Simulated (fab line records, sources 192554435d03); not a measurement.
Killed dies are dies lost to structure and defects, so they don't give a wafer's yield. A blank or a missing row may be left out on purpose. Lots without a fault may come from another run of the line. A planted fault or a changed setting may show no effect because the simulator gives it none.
fab line records | flow n5_finfet
record lots=14 wafers=42 last_day=18
route steps=1938 shown BEOL_M11@1597 BEOL_M12@1603
lots that met no fault: from a run of the same line without faults
start_h: hours from the record's first day to the start of the lot's first wafer shown | wait_h: hours since the lot's step before | " the same as in the row above | L1.1+2: a row that stands for several wafers | - no value, or no start given | * or withheld: withheld | < > ~ a bound
route shown NAME@n: a module of which the file shows steps, and the number in the route of the first | usual: mean/standard deviation of fault-free wafers | same: alike in all rows | chamber/n: place in a boat | sites: the reading at each site | _std_site: their standard deviation | _edge_site: outer sites' mean less inner sites' | radius_mm: how far each site lies from the wafer's centre | mask NAME#n: copy n | behind: the tool/chamber that last shaped the wafer | hold: why the lot was held/for how many hours/how that ended | device: the transistor (n, p or np) that didn't switch | end of line: the same wafers' tests at the end of the route | a step without rows: its recipe alone | killed: dies lost to structure and defects at the first sort, not the wafer's yield | map: a wafer's dies, x killed, . not, _ none there
set.NAME: the setting as run; set.NAME@STEP: as run at that earlier step | model.NAME: the simulator's own value behind a step, which no gauge read
steps of the route over a sample of lots; a table a step, a row a wafer
services: from which hour (start_h, from the record's first day; less than 0 if before it) a tool's chamber was out of use, for how many hours, and why
## steps
# step N5_BEOL_M11_THK_MEAS_53
# recipe thk_meas_gauge=xrf reads=Cu_of_BEOL_M11_ECD_50
# usual M11_THK=139/3.4
# columns lot.wafer tool chamber start_h wait_h M11_THK[nm]
L567.2 film_metro-01 - 243.55 - 135
L567.3 " - " " 138
L567.6 " - " " 133
L570.3 film_metro-02 - 261.07 - 144
L570.5 " - " " 143
L570.6 " - " " 145
L572.2 film_metro-02 - 285.97 - 138
L572.3 " - " " 138
L572.6 " - " " 137
L574.1 film_metro-02 - 287.43 - 137
L574.3 " - " " 135
L574.6 " - " " 135
L575.2 film_metro-01 - 295.63 - 140
L575.3 " - " " 142
L575.5 " - " " 136
L577.1 film_metro-01 - 308.87 - 138
L577.2 " - " " 139
L577.4 " - " " 135
L578.2 film_metro-01 - 314.88 - 141
L578.3 " - " " 143
L578.5 " - " " 144
L579.1 film_metro-02 - 314.96 - 132
L579.4 " - " " 133
L579.6 " - " " 131
L585.1 film_metro-02 - 349.02 - 135
L585.2 " - " " 141
L585.6 " - " " 140
L587.1 film_metro-01 - 350.07 - 138
L587.5 " - " " 135
L587.6 " - " " 137
L586.1 film_metro-02 - 350.86 - 141
L586.4 " - " " 143
L586.5 " - " " 144
L588.1 film_metro-02 - 371.68 - 145
L588.2 " - " " 138
L588.4 " - " " 138
L589.2 film_metro-01 - 371.74 - 140
L589.3 " - " " 147
L589.5 " - " " 146
L590.1 film_metro-01 - 386.99 - 139
L590.3 " - " " 142
L590.5 " - " " 138
# step N5_BEOL_M12_THK_MEAS_01
# recipe reads=SiOC_of_BEOL_M12_ILD_DEP_00
# usual M12_ILD_THK=658/8.7
# columns lot.wafer tool chamber start_h wait_h M12_ILD_THK[nm]
L567.2 film_metro-02 - 243.92 0.1 640
L567.3 " - " " 653
L567.6 " - " " 649
L570.3 film_metro-02 - 261.39 0.1 644
L570.5 " - " " 642
L570.6 " - " " 659
L572.2 film_metro-02 - 286.29 0.1 649
L572.3 " - " " 642
L572.6 " - " " 651
L574.1 film_metro-02 - 287.75 0.1 656
L574.3 " - " " 654
L574.6 " - " " 669
L575.2 film_metro-02 - 295.95 0.1 665
L575.3 " - " " 659
L575.5 " - " " 678
L577.1 film_metro-01 - 309.19 0.1 651
L577.2 " - " " 652
L577.4 " - " " 658
L578.2 film_metro-02 - 315.20 0.1 647
L578.3 " - " " 655
L578.5 " - " " 665
L579.1 film_metro-01 - 315.28 0.1 649
L579.4 " - " " 656
L579.6 " - " " 658
L585.1 film_metro-01 - 349.37 0.1 655
L585.2 " - " " 650
L585.6 " - " " 665
L587.1 film_metro-01 - 350.39 0.1 661
L587.5 " - " " 670
L587.6 " - " " 674
L586.1 film_metro-01 - 351.18 0.1 650
L586.4 " - " " 667
L586.5 " - " " 668
L588.1 film_metro-01 - 372.00 0.1 656
L588.2 " - " " 650
L588.4 " - " " 660
L589.2 film_metro-01 - 372.06 0.1 657
L589.3 " - " " 664
L589.5 " - " " 674
L590.1 film_metro-02 - 387.37 0.1 649
L590.3 " - " " 659
L590.5 " - " " 656
# step N5_BEOL_M12_CD_MEAS_10
# recipe target_cd_nm=140 landing_energy_ev=500 detector=se_inlens polarity=opening
# usual cd_nm=139.2/2.4
# columns lot.wafer tool chamber start_h wait_h cd_nm
L567.2 cd_sem-01 0 244.35 - 136.5
L567.3 " 0 " " 140.5
L567.6 " 0 " " 137.0
L570.3 cd_sem-02 0 261.82 - 137.5
L570.5 " 0 " " 137.2
L570.6 " 0 " " 138.1
L572.2 cd_sem-02 0 286.71 - 140.1
L572.3 " 0 " " 142.8
L572.6 " 0 " " 142.0
L574.1 cd_sem-01 0 288.18 - 137.6
L574.3 " 0 " " 139.2
L574.6 " 0 " " 137.7
L575.2 cd_sem-03 0 296.25 - 141.2
L575.3 " 0 " " 136.4
L575.5 " 0 " " 138.9
L577.1 cd_sem-03 0 309.49 - 141.8
L577.2 " 0 " " 139.1
L577.4 " 0 " " 137.8
L578.2 cd_sem-01 0 315.56 - 142.5
L578.3 " 0 " " 142.6
L578.5 " 0 " " 142.2
L579.1 cd_sem-01 0 315.60 - 134.2
L579.4 " 0 " " 136.8
L579.6 " 0 " " 137.2
L585.1 cd_sem-01 0 349.80 - 136.2
L585.2 " 0 " " 136.7
L585.6 " 0 " " 138.4
L587.1 cd_sem-02 0 350.70 - 138.4
L587.5 " 0 " " 141.6
L587.6 " 0 " " 141.4
L586.1 cd_sem-02 0 351.61 - 139.4
L586.4 " 0 " " 135.9
L586.5 " 0 " " 140.8
L588.1 cd_sem-01 0 372.42 - 136.5
L588.2 " 0 " " 136.3
L588.4 " 0 " " 136.0
L589.2 cd_sem-03 0 372.46 - 143.3
L589.3 " 0 " " 140.3
L589.5 " 0 " " 140.4
L590.1 cd_sem-02 0 387.81 - 137.9
L590.3 " 0 " " 139.6
L590.5 " 0 " " 137.8
# step N5_BEOL_M12_EXPOSE_25
# recipe mask_id=M12 na=0.93 source_shape=conventional sigma_outer=0.4 polarization=unpolarized dose_mj=21.8
# usual exposure_dose_mJ_cm2=21.773/0.022 focus_offset_nm=0.1/0.58
# columns lot.wafer tool chamber start_h wait_h mask exposure_dose_mJ_cm2 focus_offset_nm
L567.2 krf_scanner-02 0 245.22 - M12#0 21.801 -0.5
L567.3 " 0 " " M12#0 21.793 -0.8
L567.6 " 0 " " M12#0 21.786 -0.6
L570.3 krf_scanner-01 0 264.05 - M12#0 21.785 0.4
L570.5 " 0 " " M12#0 21.741 0.7
L570.6 " 0 " " M12#0 21.746 -0.3
L572.2 krf_scanner-01 0 287.47 - M12#0 21.792 1.0
L572.3 " 0 " " M12#0 21.764 0.9
L572.6 " 0 " " M12#0 21.769 -0.2
L574.1 krf_scanner-01 0 288.92 - M12#0 21.784 0.1
L574.3 " 0 " " M12#0 21.762 0.2
L574.6 " 0 " " M12#0 21.752 0.2
L575.2 krf_scanner-02 0 297.73 - M12#0 21.798 1.3
L575.3 " 0 " " M12#0 21.756 0.8
L575.5 " 0 " " M12#0 21.764 0.6
L577.1 krf_scanner-01 0 310.48 - M12#0 21.755 -0.4
L577.2 " 0 " " M12#0 21.757 -0.7
L577.4 " 0 " " M12#0 21.775 0.1
L578.2 krf_scanner-02 - 316.56 - M12#0 - -
L578.3 " - " " M12#0 - -
L578.5 " - " " M12#0 - -
L579.1 krf_scanner-01 - 316.90 - M12#0 - -
L579.4 " - " " M12#0 - -
L579.6 " - " " M12#0 - -
L585.1 krf_scanner-02 0 350.53 - M12#0 21.798 0.0
L585.2 " 0 " " M12#0 21.780 0.2
L585.6 " 0 " " M12#0 21.781 -0.3
L587.1 krf_scanner-01 0 351.57 - M12#0 21.762 0.1
L587.5 " 0 " " M12#0 21.755 0.8
L587.6 " 0 " " M12#0 21.757 0.3
L586.1 krf_scanner-01 0 352.34 - M12#0 21.762 0.1
L586.4 " 0 " " M12#0 21.784 -0.2
L586.5 " 0 " " M12#0 21.794 1.2
L588.1 krf_scanner-01 0 373.24 - M12#0 21.775 -0.6
L588.2 " 0 " " M12#0 21.790 -0.4
L588.4 " 0 " " M12#0 21.768 -0.7
L589.2 krf_scanner-01 0 373.95 - M12#0 21.758 -0.1
L589.3 " 0 " " M12#0 21.751 0.6
L589.5 " 0 " " M12#0 21.764 0.0
L590.1 krf_scanner-02 0 388.96 - M12#0 21.775 -0.3
L590.3 " 0 " " M12#0 21.790 -0.2
L590.5 " 0 " " M12#0 21.787 -0.3
## services
# columns tool chamber start_h hours kind
krf_scanner-02 0 221.98 - calibration
krf_scanner-02 - 247.31 0.8 pm
krf_scanner-01 - 250.84 1.0 pm
krf_scanner-01 - 273.01 4.0 pm
krf_scanner-01 - 279.73 1.3 pm
krf_scanner-01 0 294.18 - calibration
krf_scanner-02 - 311.07 4.0 pm
krf_scanner-01 - 314.06 2.6 repair
krf_scanner-01 - 338.39 4.4 pm
krf_scanner-02 - 359.60 1.0 pm
krf_scanner-02 - 368.55 1.3 pm
krf_scanner-02 - 369.85 3.6 pm
krf_scanner-02 - 379.76 4.4 pm
## key
first_sign step=N5_BEOL_M12_EXPOSE_25 reading=tool_record direction=missing
effect none on later readings
met_at N5_BEOL_M12_EXPOSE_25
struck_lots L578,L579
later_rows_left_out L578.2,L578.3,L578.5,L579.1,L579.4,L579.6
sort_left_out L578.2,L578.3,L578.5,L579.1,L579.4,L579.6
not_acting_at N5_BEOL_M11_THK_MEAS_53,N5_BEOL_M12_THK_MEAS_01,N5_BEOL_M12_CD_MEAS_10
onset_between 310.48 316.56
fault kind=skipped_step_whole tool=krf_scanner-01,krf_scanner-02 chamber=- onset_h=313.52 steps=N5_BEOL_M12_EXPOSE_25 scope=struck_lots_only
# sort_left_out: the simulated sort isn't trusted on such a fault, so these wafers' sort isn't shown, and their yield isn't known
# later_rows_left_out: the simulator's readings of these wafers behind a module that went badly wrong aren't trusted and aren't shown, but for the sort
